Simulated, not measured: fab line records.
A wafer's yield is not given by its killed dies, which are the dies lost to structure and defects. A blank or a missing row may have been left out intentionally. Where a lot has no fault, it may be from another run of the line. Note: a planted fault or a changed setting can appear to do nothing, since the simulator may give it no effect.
Struck lot and sound lot, side by side + flow n5Finfet + 16 out of 1938 route steps
Sound: these wafers, L603.1, L603.2, L603.6. Struck: wafer L616.6. (L616.5 of the same lot was not struck and is left out.) The cause comes at the end.
Order at every step that has rows: each side's tool, ch and its chambers, its first start. Under that, the readings that differ: sound wafers + struck wafers + difference of the means + sigmas: that difference in standard deviations of wafers without a fault.
alike: readings with means less than 2 such deviations apart, plus words and numbers identical on both sides. not compared: withheld readings, readings lacking a value on some wafer, bounds such as >300 that could conceal the same value, and numbers that have no deviation in the record and whose values overlap.
Wherever a step has rows on one side only, a row that says differs or no value, or a row with sigmas, the two part there. Non-overlapping numbers with no deviation appear without sigmas and do not part them. Lack of a reading on every wafer of one side parts them only where that side has two or more wafers.

N5_HKMG_FIN_CD_MEAS_12: the cd target is 92.8 nm.
  sound on cdSem-03 ch 0, day 6 15:12; struck on cdSem-02 ch 0, day 9 20:38
| reading   | sound          | struck | difference | sigmas |
|-----------|----------------|--------|------------|--------|
| cdNm (nm) | 93.5 93.9 92.5 | 91.9   | -1.4       | -2     |
N5_HKMG_FIN_OVL_MEAS_13:
  sound on overlay-02 ch 0, day 6 15:14; struck on overlay-01 ch 0, day 9 20:40
  alike: NWFM_OVL
N5_HKMG_FIN_INSPECT_14: inspects for defects (macro).
  struck on defectInspect-01, day 9 20:41; sound on defectInspect-01, day 6 15:15
  alike: rawDefectCount
then, 2 steps without rows for these wafers: N5_HKMG_FIN_DESCUM_17 (chemistry O2, time 7.9 s); N5_HKMG_FIN_ETCH_31 (etches SiARC in CF4, target depth 45.5 nm, time 75.8 s).
N5_HKMG_FIN_ETCH_32: etches SOC in N2/H2, target depth 240 nm, time 300 s.
  sound on rieDiel-02 ch 0,1,2, day 6 15:23; struck on rieDiel-04 ch 2, day 9 21:07
| reading                  | sound       | struck | difference | sigmas |
|--------------------------|-------------|--------|------------|--------|
| drypumpMotorCurrentA (A) | 5.3 5.6 5.0 | 6.4    | +1.1       | +3     |
  alike: oesProductAu, rfVppV, showerheadPlenumPTorr, throttleValvePct
  not compared: rfHoursCounterH
then, 1 step without rows for these wafers: N5_HKMG_FIN_STRIP_33 (strips in N2/H2).
N5_HKMG_FIN_STRIP_34: strips in CF4.
  sound on rieDiel-02 ch 0,1,2, day 6 15:34; struck on rieDiel-04 ch 2, day 9 21:14
| reading                      | sound          | struck | difference | sigmas |
|------------------------------|----------------|--------|------------|--------|
| drypumpMotorCurrentA (A)     | 5.3 5.6 5.0    | 6.4    | +1.1       | +3     |
| showerheadPlenumPTorr (Torr) | 1.83 1.86 1.80 | 1.71   | -0.12      | -2     |
  alike: oesProductAu, rfVppV, throttleValvePct
  not compared: rfHoursCounterH
N5_HKMG_FIN_ETCH_35: etches SOC in N2/H2, target depth 215.8 nm, time 243.4 s.
  sound on rieDiel-02 ch 0,1,2, day 6 15:35; struck on rieDiel-04 ch 2, day 9 21:19
| reading                  | sound       | struck | difference | sigmas |
|--------------------------|-------------|--------|------------|--------|
| drypumpMotorCurrentA (A) | 5.3 5.5 5.0 | 6.4    | +1.1       | +3     |
  alike: oesProductAu, rfVppV, showerheadPlenumPTorr, throttleValvePct
  not compared: rfHoursCounterH
N5_HKMG_FIN_STRIP_92: strips SOC in N2/H2, time 20 s.
  sound on rieDiel-02 ch 1,2, day 6 15:44; struck on rieDiel-04 ch 2, day 9 21:25
| reading                  | sound          | struck | difference | sigmas |
|--------------------------|----------------|--------|------------|--------|
| drypumpMotorCurrentA (A) | 5.5 5.0 5.0    | 6.4    | +1.2       | +3     |
| rfVppV (V)               | 53.6 55.2 53.0 | 55.8   | +1.9       | +2     |
  alike: oesProductAu, showerheadPlenumPTorr, throttleValvePct
  not compared: rfHoursCounterH
then, 1 step without rows for these wafers: N5_HKMG_FIN_WET_ETCH_18 (etches TiN in SC1, time 55 s, target depth 5.2 nm, rinse time 30 s).
N5_HKMG_FIN_STRIP_19: strips in N2/H2, time 360 s.
  sound on plasmaAsher-02 ch 0,1, day 6 15:53; struck on plasmaAsher-02 ch 0, day 9 21:46
  alike: drypumpMotorCurrentA, heaterPowerW
  not compared: rfHoursCounterH
N5_HKMG_FIN_ALD_91: deposits TiN, target thk 1 nm, pulse time 1 s, purge time 3 s.
  sound on aldMetal-04 ch 0,1,3, day 6 16:16; struck on aldMetal-01 ch 3, day 9 22:02
| reading   | sound    | struck | difference | sigmas |
|-----------|----------|--------|------------|--------|
| aldCycles | 47 47 47 | 49     | +2         |        |
  alike: heaterPowerW, precursorPulseHeightRel
then, 1 step without rows for these wafers: N5_HKMG_FIN_COAT_85 (time 60 s, resist thk 300 nm).
-- record jumps: 4 days separate the struck wafers' starts on either side; left off in module HKMG_FIN, taken up again in module BEOL_M4, whose first shown step is the route's number 1111 --
N5_BEOL_M4_RC_MEAS_101:
  sound on prober-01 ch 0, day 9 18:53; struck on prober-01 ch 0, day 13 10:28
| reading        | sound          | struck | difference | sigmas |
|----------------|----------------|--------|------------|--------|
| DIBL_N (mV/V)  | 32.9 35.5 33.6 | 39.1   | +5.1       | +3     |
| DIBL_P (mV/V)  | 32.4 35.3 33.7 | 41.7   | +7.9       | +4     |
| IOFF_N (nA/um) | 0.12 0.14 0.13 | 0.21   | +0.08      | +3     |
| IOFF_P (nA/um) | 0.15 0.19 0.16 | 0.30   | +0.13      | +4     |
| ION_P (uA/um)  | 463 462 463    | 481    | +18        | +2     |
| SS_P (mV/dec)  | 72.2 73.2 73.3 | 74.3   | +1.4       | +2     |
  alike: ION_N, SS_N, VT_N, VT_P
after that, 1 step had no rows for these wafers: N5_PASSIVATION_PROBE_49.

WHERE THEY PART
Last at N5_BEOL_M4_RC_MEAS_101 as far as this record goes, first at N5_HKMG_FIN_CD_MEAS_12.

WHY: what had been put in by the simulator
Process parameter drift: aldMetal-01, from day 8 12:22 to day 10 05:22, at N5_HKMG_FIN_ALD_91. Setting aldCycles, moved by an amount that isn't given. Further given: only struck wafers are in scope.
